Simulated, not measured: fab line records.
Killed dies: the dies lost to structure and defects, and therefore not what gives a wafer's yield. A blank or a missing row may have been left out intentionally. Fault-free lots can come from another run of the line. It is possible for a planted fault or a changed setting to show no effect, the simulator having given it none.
Chamber matching | flow nand_harc | NHARC_P_BONDPAD_ACTIVATE_29 on rie_diel-08 has 4 sister chambers
The step chemistry N2, time 60 s. 20 wafers are shown with their chamber, then 10 later ones without.

## WAFERS WITH THEIR CHAMBER
wafer  | chamber | drypump_motor_current_A (A) | oes_product_au (a.u.) | rf_vpp_V (V)
L913.2 | 1       | 5.09                        | 0.987                 | 65.1
L913.3 | 3       | 5.61                        | 0.994                 | 63.3
L913.5 | 1       | 5.06                        | 0.988                 | 65.3
L914.1 | 0       | 5.47                        | 1.003                 | 64.7
L914.2 | 3       | 5.61                        | 0.995                 | 63.7
L914.3 | 2       | 5.36                        | 1.008                 | 62.5
L917.3 | 0       | 5.47                        | 0.998                 | 66.5
L917.4 | 3       | 5.60                        | 0.990                 | 63.8
L917.6 | 2       | 5.38                        | 1.002                 | 65.7
L918.2 | 1       | 5.08                        | 0.995                 | 64.5
L918.5 | 0       | 5.49                        | 0.996                 | 65.7
L918.6 | 1       | 5.07                        | 1.003                 | 66.9
L920.1 | 3       | 5.60                        | 1.004                 | 64.0
L920.3 | 0       | 5.50                        | 1.006                 | 65.1
L920.6 | 1       | 5.09                        | 0.997                 | 63.7
L925.2 | 0       | 5.51                        | 1.003                 | 66.1
L925.4 | 2       | 5.35                        | 1.011                 | 64.3
L925.5 | 1       | 5.07                        | 0.994                 | 65.9
L923.3 | 2       | 5.39                        | 0.999                 | 65.3
L923.4 | 1       | 5.09                        | 0.986                 | 67.1

SIGNATURES (averages over the wafers above)
reading                 | chamber 0 | chamber 1 | chamber 2 | chamber 3 | scatter within a chamber
drypump_motor_current_A | 5.4880    | 5.0786    | 5.3700    | 5.6050    | 0.0143
oes_product_au          | 1.00120   | 0.99286   | 1.00500   | 0.99575   | 0.00555
rf_vpp_V                | 65.620    | 65.500    | 64.450    | 63.700    | 1.05
Rule: distance of a wafer from a chamber = root of the sum over the readings of ((wafer's reading minus chamber's mean) / reading's scatter) squared. The wafer belongs to the nearest chamber; if the next one is less than 2 further off, it can't be placed. How the scatter is found: for the shown wafers, subtract from each reading the mean of its chamber, square and add these, divide the total by (wafers less chambers), then take the root.

## WAFERS MISSING THEIR CHAMBER
wafer  | drypump_motor_current_A (A) | oes_product_au (a.u.) | rf_vpp_V (V)
L923.5 | 5.49                        | 0.995                 | 65.3
L930.2 | 5.40                        | 1.013                 | 63.2
L930.3 | 5.50                        | 0.995                 | 65.8
L930.6 | 5.37                        | 1.008                 | 63.9
L932.3 | 5.34                        | 1.015                 | 64.2
L932.5 | 5.08                        | 1.011                 | 64.9
L932.6 | 5.34                        | 1.018                 | 64.3
L934.2 | 5.60                        | 1.000                 | 62.9
L934.3 | 5.47                        | 1.002                 | 63.5
L934.4 | 5.09                        | 1.014                 | 65.8

## CHAMBER TAKEN BY EACH
wafer  | from the rows above | in truth
L923.5 | 0                   | 0
L930.2 | 2                   | 2
L930.3 | 0                   | 0
L930.6 | 2                   | 2
L932.3 | 2                   | 2
L932.5 | 1                   | 1
L932.6 | 2                   | 2
L934.2 | 3                   | 3
L934.3 | 0                   | 0
L934.4 | 1                   | 1
Placed correctly: 10 of 10. Left unplaced by these rows: 0. Placed wrongly: 0.
